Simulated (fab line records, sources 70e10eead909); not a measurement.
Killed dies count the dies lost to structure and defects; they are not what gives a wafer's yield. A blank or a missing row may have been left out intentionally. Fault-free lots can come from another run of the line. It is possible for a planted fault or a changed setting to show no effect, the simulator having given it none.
fab line records | flow nandHarc | part 2 of 2: steps 29 to 35 of 35
record lots=5 wafers=15 lastDay=33
route steps=1302 shown A_STAIRCASE@869 A_SGD_CUT@890
lots that met no fault: taken from a fault-free run of the same line
startH: hours from the record's opening day to when the first of the lot's shown wafers began | waitH: hours since the lot's step before | " unchanged from the row above | L1.1+2: one row covering several wafers at once | - no value, or no start was given | * or withheld: withheld | < > ~ a bound
route shown NAME@n: NAME is a module with steps in the file, n the number in the route of the first one | usual: mean/standard deviation of fault-free wafers | same: alike in all rows | chamber/n: place in a boat | sites: each site's reading | _std_site: the values' standard deviation | _edge_site: the outer-site mean with the inner-site mean subtracted | radiusMm: for every site, how far away it sits from the centre of the wafer | mask NAME#n: copy n | behind: the last tool/chamber to shape the wafer | hold: why the lot went on hold/how many hours it stayed there/how the hold came to an end | device: names the non-switching transistor (n, p or np) | end of line: the route-end tests of the same wafers | for a step that has no rows: nothing shown but its recipe | killed: dies that structure and defects cost at the first sort, which is not the same as the wafer's yield | map: dies across one wafer; x = killed, . = not, _ = none there
set.NAME: the setting the step ran with; set.NAME@STEP: the setting that earlier step ran with | model.NAME: the simulator's own value behind a step, which no gauge read
lots at selected steps of the route; one table per step, one row per wafer
services: a tool's chamber out of use, with start hour (startH, from the record's first day; less than 0 if before it), hours out, and reason
## steps
# step NHARC_A_SGD_CUT_DEVELOP_08
# recipe developTimeS=35 devTempC=23
# columns lot.wafer tool chamber startH waitH
L082.2+3+6 lithoTrack-06 0 - -
L081.2+3+6 lithoTrack-04 0 - -
L091.2+3+6 lithoTrack-01 0 - -
L092.3+5+6 lithoTrack-04 0 - -
L096.1+4+6 lithoTrack-04 0 - -
# step NHARC_A_SGD_CUT_CD_MEAS_09
# recipe targetCdNm=100 landingEnergyEv=500
# usual cdNm=99.9/0.68
# columns lot.wafer tool chamber startH waitH cdNm
L082.2 cdSem-03 0 515.50 - 101.2
L082.3 " 0 " " 99.6
L082.6 " 0 " " 100.3
L081.2 cdSem-03 0 525.37 - 99.6
L081.3 " 0 " " 99.7
L081.6 " 0 " " 99.7
L091.2 cdSem-02 0 605.24 - 100.2
L091.3 " 0 " " 101.3
L091.6 " 0 " " 100.0
L092.3 cdSem-01 0 613.13 - 99.8
L092.5 " 0 " " 99.0
L092.6 " 0 " " 99.0
L096.1 cdSem-01 0 658.36 - 98.2
L096.4 " 0 " " 100.5
L096.6 " 0 " " 99.9
# step NHARC_A_SGD_CUT_OVL_MEAS_10
# usual overlayXNm=0.3/0.93 overlayYNm=0.0/0.84
# columns lot.wafer tool chamber startH waitH overlayXNm overlayYNm
L082.2 overlay-01 - 515.58 - 0.0 0.8
L082.3 " - " " -0.4 0.7
L082.6 " - " " -0.5 0.4
L081.2 overlay-01 - 525.46 - -0.2 -0.8
L081.3 " - " " 0.0 -0.7
L081.6 " - " " -0.1 -1.4
L091.2 overlay-01 - 605.32 - -0.3 0.7
L091.3 " - " " -0.1 0.9
L091.6 " - " " -0.7 0.9
L092.3 overlay-02 - 613.21 - -1.2 -0.3
L092.5 " - " " -0.8 0.3
L092.6 " - " " -0.6 0.1
L096.1 overlay-01 - 658.45 - 0.8 0.2
L096.4 " - " " 1.2 -0.2
L096.6 " - " " 0.9 0.7
# step NHARC_A_SGD_CUT_INSPECT_11
# usual rawDefectCount=55/29
# columns lot.wafer tool chamber startH waitH rawDefectCount
L082.2 defectInspect-01 - 515.62 0.0 68
L082.3 " - " " 66
L082.6 " - " " 81
L081.2 defectInspect-01 - 525.49 0.0 67
L081.3 " - " " 69
L081.6 " - " " 55
L091.2 defectInspect-01 - 605.36 0.0 76
L091.3 " - " " 82
L091.6 " - " " 78
L092.3 defectInspect-01 - 613.25 0.0 56
L092.5 " - " " 79
L092.6 " - " " 69
L096.1 defectInspect-01 - 658.49 0.0 28
L096.4 " - " " 24
L096.6 " - " " 37
# step NHARC_A_SGD_CUT_DESCUM_14
# recipe timeS=3 o2FlowSccm=200 arFlowSccm=0 biasPowerW=0 chemistry=O2
# usual drypumpMotorCurrentA=5.7/0.31 oesProductAu=0.999/0.014 rfVppV=57.9/0.86 showerheadPlenumPTorr=1.93/0.076 throttleValvePct=11.311/0.0095
# columns lot.wafer tool chamber startH waitH drypumpMotorCurrentA oesProductAu rfHoursCounterH rfVppV showerheadPlenumPTorr throttleValvePct
L082.2 rieDiel-11 3 515.70 0.1 6.2 1.024 4.5 58.4 1.95 11.310
L082.3 " 0 " " 5.4 0.993 5.3 58.8 1.85 11.307
L082.6 " 2 " " 5.4 1.007 - 56.6 2.02 11.322
L081.2 rieDiel-01 3 525.55 0.1 6.0 0.997 6.0 59.0 2.04 11.322
L081.3 " 1 " " 5.4 1.010 5.8 58.2 1.95 11.315
L081.6 " 3 " " 6.0 1.001 - 58.0 2.04 11.299
L091.2 rieDiel-01 3 605.43 0.1 6.0 0.990 1.6 57.0 2.04 11.305
L091.3 " 0 " " 6.0 0.983 1.6 58.0 1.89 11.310
L091.6 " 2 " " 5.6 0.981 - 58.1 1.89 11.311
L092.3 rieDiel-01 0 613.34 0.1 6.1 0.982 1.9 58.5 1.89 11.306
L092.5 " 1 " " 5.3 1.014 - 57.7 1.95 11.301
L092.6 " 2 " " 5.6 0.997 - 56.8 1.89 11.313
L096.1 rieDiel-11 3 658.55 0.1 6.1 1.028 4.2 57.3 1.94 11.319
L096.4 " 0 " " 5.4 1.011 4.3 58.1 1.85 11.297
L096.6 " 0 " " 5.3 1.009 - 58.4 1.85 11.298
# step NHARC_A_SGD_CUT_ETCH_58
# recipe targetDepthA=390 overEtchFrac=0.3 timeS=65 ionEnergyEv=80 cf4FlowSccm=150 arFlowSccm=0 rfW=300 biasW=100 chemistry=CF4
# usual drypumpMotorCurrentA=5.71/0.3 oesProductAu=1.001/0.014 rfVppV=151.4/1.2 showerheadPlenumPTorr=1.78/0.065 throttleValvePct=13.284/0.0093
# columns lot.wafer tool chamber startH waitH drypumpMotorCurrentA oesProductAu rfHoursCounterH rfVppV showerheadPlenumPTorr throttleValvePct
L082.2 rieDiel-11 0 515.77 0.1 5.35 0.995 5.3 151.5 1.72 13.273
L082.3 " 2 " " 5.34 1.014 5.6 152.3 1.86 13.302
L082.6 " 0 " " 5.33 0.989 - 149.7 1.72 13.302
L081.2 rieDiel-01 3 525.65 0.1 6.01 0.998 6.0 152.2 1.88 13.286
L081.3 " 0 " " 5.98 0.984 5.4 152.7 1.75 13.301
L081.6 " 3 " " 6.02 0.989 - 152.1 1.88 13.283
L091.2 rieDiel-01 3 605.52 0.1 6.01 0.993 1.6 153.6 1.88 13.286
L091.3 " 0 " " 6.03 0.989 1.6 151.1 1.75 13.275
L091.6 " 2 " " 5.60 0.988 - 150.8 1.75 13.308
L092.3 rieDiel-01 1 613.40 0.1 5.35 1.022 1.7 152.1 1.80 13.294
L092.6 " 0 " " 6.00 0.987 - 152.4 1.75 13.288
L092.5 " 1 " " 5.36 1.014 - 150.9 1.80 13.291
L096.4 rieDiel-11 0 658.64 0.1 5.35 1.013 4.4 151.1 1.71 13.289
L096.1 " 1 " " 6.30 0.988 4.4 151.7 1.75 13.275
L096.6 " 3 " " 6.11 1.021 - 152.3 1.79 13.285
# step NHARC_A_SGD_CUT_ETCH_59
# recipe targetDepthA=2600 overEtchFrac=0.25 timeS=406.25 ionEnergyEv=200 n2FlowSccm=150 h2FlowSccm=150 arFlowSccm=0 rfW=400 biasW=150 chemistry=N2/H2
# usual drypumpMotorCurrentA=5.7/0.31 oesProductAu=1.001/0.015 rfVppV=430.7/2.4 showerheadPlenumPTorr=2.05/0.08 throttleValvePct=14.172/0.0092
# columns lot.wafer tool chamber startH waitH drypumpMotorCurrentA oesProductAu rfHoursCounterH rfVppV showerheadPlenumPTorr throttleValvePct
L082.2 rieDiel-11 0 - - 5.3 1.003 5.4 426.8 1.98 14.170
L082.3 " 2 " " 5.4 1.013 5.6 433.6 2.16 14.181
L082.6 " 1 " " 6.3 1.001 - 428.8 2.03 14.170
L081.3 rieDiel-01 3 - - 6.0 1.001 6.1 433.9 2.18 14.175
L081.2 " 0 " " 6.0 0.980 5.5 429.4 2.02 14.154
L081.6 " 3 " " 6.0 0.997 - 434.2 2.18 14.181
L091.3 rieDiel-01 2 - - 5.6 0.988 1.4 430.8 2.02 14.179
L091.2 " 3 " " 6.0 1.005 1.7 433.5 2.18 14.171
L091.6 " 1 " " 5.3 1.027 - 433.7 2.08 14.171
L092.3 rieDiel-01 0 - - 5.9 0.982 2.0 430.7 2.02 14.172
L092.5 " 1 " " 5.4 1.014 - 431.7 2.08 14.173
L092.6 " 2 " " 5.6 0.979 - 428.4 2.02 14.168
L096.1 rieDiel-11 3 - - 6.1 1.033 4.3 432.0 2.07 14.173
L096.4 " 0 " " 5.4 1.011 4.4 428.9 1.97 14.189
L096.6 " 0 " " 5.4 1.017 - 428.8 1.97 14.177
## services
# columns tool chamber startH hours kind
cmp-02 - 493.14 0.7 repair
rieDiel-11 3 500.99 14.3 repair
lithoTrack-01 - 505.01 7.0 pm
rieDiel-13 - 519.17 9.0 pm
cmp-02 - 528.19 0.7 repair
wetBench-09 - 528.80 8.0 pm
lithoTrack-06 - 529.01 7.0 pm
cmp-02 - 530.33 4.0 pm
rieDiel-04 - 532.03 9.0 pm
rieDiel-13 2 547.64 2.1 repair
lithoTrack-04 - 553.00 7.0 pm
rieDiel-01 - 557.93 9.0 pm
cmp-02 - 573.74 2.4 repair
wetBench-04 - 579.20 8.0 pm
cmp-02 - 585.33 2.5 repair
rieDiel-01 1 586.07 6.8 repair
wetBench-09 - 608.91 2.0 repair
wetBench-09 - 612.32 4.0 repair
wetBench-05 - 612.86 8.0 pm
rieDiel-01 3 616.09 7.3 repair
cmp-02 - 628.33 4.0 pm
rieDiel-13 2 631.91 3.7 repair
cmp-02 - 642.16 2.1 repair
wetBench-05 - 646.44 1.4 repair
